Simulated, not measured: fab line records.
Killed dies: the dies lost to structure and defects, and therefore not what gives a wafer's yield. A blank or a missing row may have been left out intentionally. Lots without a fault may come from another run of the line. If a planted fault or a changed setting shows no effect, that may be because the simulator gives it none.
What tool caused it?	flow nand_harc	72 wafers from 24 lots sampled at 6 of the route's 1159 steps

## WHAT THE GAUGES READ, wafer by wafer
No reading from a measuring or inspecting step in the record can be judged against a usual standard deviation.

## TOOL THAT RAN EACH LOT (tool first, then ch and the chambers of the sampled wafers, then the start)
lot	NHARC_A_STAIRCASE_ETCH_27	NHARC_A_STAIRCASE_ETCH_197	NHARC_A_STAIRCASE_TRIM_222	NHARC_A_STAIRCASE_ETCH_225	NHARC_A_STAIRCASE_TRIM_226	NHARC_A_STAIRCASE_ETCH_236
L074	rie_diel-12 ch 0,3, no start	rie_diel-13 ch 0,2,3, no start	rie_diel-01 ch 2,3, no start	rie_diel-01 ch 1,2, no start	rie_diel-01 ch 1,2,3, no start	rie_diel-01 ch 1,2,3, no start
L077	rie_diel-13 ch 0,2, no start	rie_diel-01 ch 2,3, no start	rie_diel-13 ch 0,3, no start	rie_diel-13 ch 1,2, no start	rie_diel-13 ch 0,1,3, no start	rie_diel-13 ch 1,2,3, no start
L075	rie_diel-12 ch 0,1,2, no start	rie_diel-13 ch 0,1,2, no start	rie_diel-13 ch 1,2,3, no start	rie_diel-13 ch 0,2,3, no start	rie_diel-13 ch 0,1,3, no start	rie_diel-01 ch 0,2,3, no start
L078	rie_diel-01 ch 1,2, no start	rie_diel-01 ch 0,1,3, no start	rie_diel-12 ch 0,3, no start	rie_diel-12 ch 1,3, no start	rie_diel-12 ch 0,2, no start	rie_diel-12 ch 0,1,3, no start
L076	rie_diel-12 ch 0,3, no start	rie_diel-01 ch 2,3, no start	rie_diel-12 ch 1,2, no start	rie_diel-12 ch 0,1, no start	rie_diel-12 ch 0,1,2, no start	rie_diel-12 ch 0,2,3, no start
L079	rie_diel-13 ch 0,1,2, no start	rie_diel-12 ch 0,1, no start	rie_diel-12 ch 0,1, no start	rie_diel-12 ch 0,3, no start	rie_diel-12 ch 1,2,3, no start	rie_diel-01 ch 2,3, no start
L082	rie_diel-01 ch 2,3, no start	rie_diel-13 ch 0,1, no start	rie_diel-13 ch 0,2,3, no start	rie_diel-13 ch 1,2,3, no start	rie_diel-13 ch 0,1,2, no start	rie_diel-12 ch 1,3, no start
L080	rie_diel-12 ch 0,1, no start	rie_diel-13 ch 0,1,2, no start	rie_diel-01 ch 0,1,3, no start	rie_diel-01 ch 0,1,3, no start	rie_diel-01 ch 0,1,3, no start	rie_diel-12 ch 0,1, no start
L084	rie_diel-13 ch 0,1,2, no start	rie_diel-01 ch 0,1,3, no start	rie_diel-13 ch 1,2, no start	rie_diel-13 ch 0,1,3, no start	rie_diel-13 ch 1,3, no start	rie_diel-01 ch 0,1,2, no start
L081	rie_diel-01 ch 0,1,3, no start	rie_diel-13 ch 1,2, no start	rie_diel-13 ch 1,2,3, no start	rie_diel-13 ch 0,1,2, no start	rie_diel-13 ch 0,2, no start	rie_diel-13 ch 0,1, no start
L083	rie_diel-12 ch 1,2, no start	rie_diel-01 ch 1,3, no start	rie_diel-01 ch 1,2, no start	rie_diel-01 ch 1,3, no start	rie_diel-01 ch 0,2,3, no start	rie_diel-01 ch 0,1, no start
L086	rie_diel-01 ch 0,1, no start	rie_diel-13 ch 1,2,3, no start	rie_diel-13 ch 0,2,3, no start	rie_diel-13 ch 0,1,2, no start	rie_diel-13 ch 0,1,3, no start	rie_diel-12 ch 1,3, no start
L087	rie_diel-13 ch 0,3, no start	rie_diel-12 ch 1,2, no start	rie_diel-13 ch 0,1, no start	rie_diel-13 ch 2,3, no start	rie_diel-13 ch 0,1,2, no start	rie_diel-01 ch 0,1,3, no start
L085	rie_diel-12 ch 0,1,3, no start	rie_diel-12 ch 0,1,2, no start	rie_diel-13 ch 0,3, no start	rie_diel-13 ch 0,1,2, no start	rie_diel-13 ch 0,1, no start	rie_diel-12 ch 0,3, no start
L088	rie_diel-12 ch 1,2,3, no start	rie_diel-01 ch 1,2, no start	rie_diel-13 ch 0,1,2, no start	rie_diel-13 ch 0,2,3, no start	rie_diel-13 ch 0,1, no start	rie_diel-01 ch 0,2,3, no start
L089	rie_diel-13 ch 0,2,3, no start	rie_diel-12 ch 0,1,2, no start	rie_diel-01 ch 0,1,3, no start	rie_diel-01 ch 0,1,3, no start	rie_diel-01 ch 0,1,3, no start	rie_diel-13 ch 0,1,3, no start
L091	rie_diel-13 ch 0,1,2, no start	rie_diel-12 ch 0,1, no start	rie_diel-13 ch 1,2, no start	rie_diel-13 ch 0,2,3, no start	rie_diel-13 ch 1,2, no start	rie_diel-01 ch 0,3, no start
L090	rie_diel-01 ch 0,1, no start	rie_diel-01 ch 0,1, no start	rie_diel-01 ch 2,3, no start	rie_diel-01 ch 0,3, no start	rie_diel-01 ch 1,2, no start	rie_diel-13 ch 0,3, no start
L092	rie_diel-01 ch 0,1, no start	rie_diel-13 ch 1,2, no start	rie_diel-12 ch 0,2,3, no start	rie_diel-12 ch 0,2, no start	rie_diel-12 ch 0,2, no start	rie_diel-12 ch 0,2,3, no start
L094	rie_diel-13 ch 0,1,3, no start	rie_diel-13 ch 0,3, no start	rie_diel-13 ch 1,2,3, no start	rie_diel-13 ch 0,1,3, no start	rie_diel-13 ch 0,2,3, no start	rie_diel-13 ch 1,2,3, no start
L093	rie_diel-01 ch 1,2,3, no start	rie_diel-01 ch 1,2,3, no start	rie_diel-13 ch 1,2,3, no start	rie_diel-13 ch 0,1,2, no start	rie_diel-13 ch 0,2,3, no start	rie_diel-01 ch 1,2,3, no start
L095	rie_diel-12 ch 0,3, no start	rie_diel-12 ch 1,2,3, no start	rie_diel-01 ch 2,3, no start	rie_diel-01 ch 0,2,3, no start	rie_diel-01 ch 0,2, no start	rie_diel-01 ch 2,3, no start
L097	rie_diel-01 ch 0,1,3, no start	rie_diel-01 ch 0,2,3, no start	rie_diel-01 ch 0,1,3, no start	rie_diel-01 ch 0,1,3, no start	rie_diel-01 ch 0,2, no start	rie_diel-13 ch 0,2, no start
L096	rie_diel-13 ch 0,2,3, no start	rie_diel-01 ch 0,1,3, no start	rie_diel-01 ch 0,1,3, no start	rie_diel-01 ch 1,2,3, no start	rie_diel-01 ch 0,2,3, no start	rie_diel-12 ch 0,2,3, no start
- NHARC_A_STAIRCASE_ETCH_27: etches the open film in C4F8/O2, target depth 100 nm, time 40.5 s.
- NHARC_A_STAIRCASE_ETCH_197: etches the open film in C4F8/O2, target depth 100 nm, time 40.5 s.
- NHARC_A_STAIRCASE_TRIM_222: chemistry O2, time 211.2 s.
- NHARC_A_STAIRCASE_ETCH_225: etches the open film in C4F8/O2, target depth 100 nm, time 40.5 s.
- NHARC_A_STAIRCASE_TRIM_226: chemistry O2, time 211.2 s.
- NHARC_A_STAIRCASE_ETCH_236: etches the open film in C4F8/O2, target depth 100 nm, time 40.5 s.

## WHAT THE TOOLS THEMSELVES READ (means of the sampled wafers that have a number; where no wafer has one, the mark that the record gives instead)
NHARC_A_STAIRCASE_ETCH_27.
lot	tool	oes_product_au (a.u.)	rf_vpp_V (V)
L074	rie_diel-12	0.958	895
L077	rie_diel-13	0.962	899
L075	rie_diel-12	0.949	897
L078	rie_diel-01	0.931	889
L076	rie_diel-12	0.941	900
L079	rie_diel-13	0.961	898
L082	rie_diel-01	0.944	887
L080	rie_diel-12	0.956	897
L084	rie_diel-13	0.957	897
L081	rie_diel-01	0.943	890
L083	rie_diel-12	0.952	891
L086	rie_diel-01	0.938	889
L087	rie_diel-13	0.952	903
L085	rie_diel-12	0.958	894
L088	rie_diel-12	0.958	888
L089	rie_diel-13	0.935	898
L091	rie_diel-13	0.957	896
L090	rie_diel-01	0.935	897
L092	rie_diel-01	0.936	897
L094	rie_diel-13	0.956	902
L093	rie_diel-01	0.942	896
L095	rie_diel-12	0.957	893
L097	rie_diel-01	0.930	897
L096	rie_diel-13	0.954	898

NHARC_A_STAIRCASE_ETCH_197.
lot	tool	oes_product_au (a.u.)	rf_vpp_V (V)
L074	rie_diel-13	0.962	899
L077	rie_diel-01	0.925	890
L075	rie_diel-13	0.929	898
L078	rie_diel-01	0.946	891
L076	rie_diel-01	0.963	890
L079	rie_diel-12	0.993	897
L082	rie_diel-13	0.968	904
L080	rie_diel-13	0.951	897
L084	rie_diel-01	0.919	890
L081	rie_diel-13	0.959	891
L083	rie_diel-01	0.909	892
L086	rie_diel-13	0.960	896
L087	rie_diel-12	0.960	889
L085	rie_diel-12	0.940	896
L088	rie_diel-01	0.955	898
L089	rie_diel-12	0.931	895
L091	rie_diel-12	0.931	896
L090	rie_diel-01	0.952	897
L092	rie_diel-13	0.951	892
L094	rie_diel-13	0.982	902
L093	rie_diel-01	0.928	896
L095	rie_diel-12	0.957	889
L097	rie_diel-01	0.945	901
L096	rie_diel-01	0.937	896

NHARC_A_STAIRCASE_TRIM_222.
lot	tool	drypump_motor_current_A (A)	o2_flow_sccm (sccm)	oes_product_au (a.u.)	rf_vpp_V (V)	showerhead_plenum_p_Torr (Torr)	throttle_valve_pct (%)
L074	rie_diel-01	5.8	501.1	0.987	56.8	3.31	17.036
L077	rie_diel-13	6.0	499.8	1.020	57.7	3.71	17.029
L075	rie_diel-13	6.0	499.2	0.999	58.1	3.55	17.037
L078	rie_diel-12	5.7	498.6	1.014	58.3	3.48	17.042
L076	rie_diel-12	6.1	501.3	1.014	57.2	3.35	17.027
L079	rie_diel-12	5.4	499.0	0.989	58.0	3.67	17.042
L082	rie_diel-13	6.1	498.7	1.019	57.6	3.58	17.042
L080	rie_diel-01	5.8	500.2	0.999	57.6	3.37	17.036
L084	rie_diel-13	5.7	500.0	1.007	57.1	3.55	17.041
L081	rie_diel-13	6.0	498.2	1.017	57.1	3.55	17.036
L083	rie_diel-01	5.8	499.7	0.975	57.4	3.69	17.039
L086	rie_diel-13	6.1	499.8	1.010	57.1	3.57	17.042
L087	rie_diel-13	5.4	502.3	1.011	57.9	3.73	17.043
L085	rie_diel-13	5.8	500.5	1.018	58.3	3.73	17.038
L088	rie_diel-13	5.8	500.8	1.016	58.1	3.57	17.042
L089	rie_diel-01	5.8	500.0	0.983	57.9	3.54	17.038
L091	rie_diel-13	6.1	500.1	1.008	57.0	3.41	17.041
L090	rie_diel-01	5.8	500.1	0.992	58.5	3.66	17.039
L092	rie_diel-12	5.8	500.1	1.002	57.9	3.46	17.041
L094	rie_diel-13	6.0	500.5	1.009	57.3	3.54	17.039
L093	rie_diel-13	6.0	500.8	1.012	58.5	3.53	17.046
L095	rie_diel-01	5.9	500.5	0.994	58.0	3.51	17.039
L097	rie_diel-01	5.8	500.8	0.991	58.0	3.53	17.040
L096	rie_diel-01	5.8	499.1	1.001	57.4	3.53	17.039

NHARC_A_STAIRCASE_ETCH_225.
lot	tool	oes_product_au (a.u.)	rf_vpp_V (V)
L074	rie_diel-01	0.913	890
L077	rie_diel-13	0.929	892
L075	rie_diel-13	0.954	898
L078	rie_diel-12	0.966	890
L076	rie_diel-12	0.933	896
L079	rie_diel-12	0.940	894
L082	rie_diel-13	0.938	896
L080	rie_diel-01	0.937	890
L084	rie_diel-13	0.948	902
L081	rie_diel-13	0.971	897
L083	rie_diel-01	0.935	892
L086	rie_diel-13	0.953	898
L087	rie_diel-13	0.951	896
L085	rie_diel-13	0.965	898
L088	rie_diel-13	0.957	898
L089	rie_diel-01	0.925	896
L091	rie_diel-13	0.965	898
L090	rie_diel-01	0.932	896
L092	rie_diel-12	0.931	899
L094	rie_diel-13	0.964	902
L093	rie_diel-13	0.959	897
L095	rie_diel-01	0.948	901
L097	rie_diel-01	0.922	896
L096	rie_diel-01	0.937	896

NHARC_A_STAIRCASE_TRIM_226.
lot	tool	drypump_motor_current_A (A)	o2_flow_sccm (sccm)	oes_product_au (a.u.)	rf_vpp_V (V)	showerhead_plenum_p_Torr (Torr)	throttle_valve_pct (%)
L074	rie_diel-01	5.9	500.8	0.976	57.7	3.38	17.046
L077	rie_diel-13	5.7	498.9	1.013	58.2	3.71	17.037
L075	rie_diel-13	5.7	499.2	1.019	58.4	3.71	17.026
L078	rie_diel-12	5.5	498.9	0.990	58.5	3.64	17.032
L076	rie_diel-12	5.8	499.2	1.006	58.6	3.51	17.030
L079	rie_diel-12	6.1	500.9	1.017	57.5	3.35	17.034
L082	rie_diel-13	5.8	500.7	1.019	58.0	3.58	17.040
L080	rie_diel-01	5.8	499.6	0.991	57.8	3.37	17.035
L084	rie_diel-13	5.6	501.5	1.006	58.0	3.67	17.035
L081	rie_diel-13	6.2	499.1	1.025	57.9	3.46	17.038
L083	rie_diel-01	5.7	500.8	0.994	57.7	3.49	17.037
L086	rie_diel-13	5.7	502.0	1.009	58.4	3.69	17.030
L087	rie_diel-13	5.8	500.0	1.017	57.6	3.57	17.036
L085	rie_diel-13	5.4	499.5	1.015	58.8	3.73	17.042
L088	rie_diel-13	5.4	500.1	1.019	58.1	3.73	17.035
L089	rie_diel-01	5.8	499.2	0.991	57.4	3.54	17.035
L091	rie_diel-13	6.1	498.4	1.019	57.7	3.41	17.032
L090	rie_diel-01	5.7	501.6	0.989	58.1	3.68	17.042
L092	rie_diel-12	5.8	499.8	0.995	57.3	3.46	17.040
L094	rie_diel-13	6.1	501.2	1.009	58.7	3.56	17.043
L093	rie_diel-13	6.1	499.5	1.011	57.7	3.56	17.030
L095	rie_diel-01	5.5	500.8	1.001	57.6	3.80	17.036
L097	rie_diel-01	5.6	498.9	1.003	58.7	3.79	17.026
L096	rie_diel-01	5.7	500.2	0.987	57.8	3.65	17.031

NHARC_A_STAIRCASE_ETCH_236.
lot	tool	oes_product_au (a.u.)	rf_vpp_V (V)
L074	rie_diel-01	0.929	890
L077	rie_diel-13	0.940	896
L075	rie_diel-01	0.931	888
L078	rie_diel-12	0.941	896
L076	rie_diel-12	0.942	894
L079	rie_diel-01	0.917	889
L082	rie_diel-12	0.969	890
L080	rie_diel-12	0.944	895
L084	rie_diel-01	0.936	895
L081	rie_diel-13	0.958	903
L083	rie_diel-01	0.921	890
L086	rie_diel-12	0.946	889
L087	rie_diel-01	0.943	896
L085	rie_diel-12	0.952	894
L088	rie_diel-01	0.939	901
L089	rie_diel-13	0.942	902
L091	rie_diel-01	0.931	901
L090	rie_diel-13	0.966	903
L092	rie_diel-12	0.930	894
L094	rie_diel-13	0.959	896
L093	rie_diel-01	0.937	897
L095	rie_diel-01	0.932	896
L097	rie_diel-13	0.940	893
L096	rie_diel-12	0.949	893

## THE ANSWER, worked out from the rows above alone
Rule: usual is defined by the lots themselves. Put in order of their means at a reading, lots are off if they are a third of the lots or fewer, leave a main group of 4 or more, and stand apart from it by a gap of 3 or more times the standard deviation of the main group's means; of several such gaps the widest counts. Not used: any main group whose means are identical at the precision the tables above print for the reading. Also off: a lot with no number at a reading for which 4 or more lots have one. All remaining lots with rows at the step are treated as sound. After the gauges, taken in route order, come the tools' own readings; for these a lot's mean is taken, as printed above. The first step at which some lot is off is used, and at that step the reading that is off furthest; a lot without a number counts as furthest.
Nothing can be told from this: no lot is off at any reading shown.

## WHAT THE SIMULATOR PUT IN
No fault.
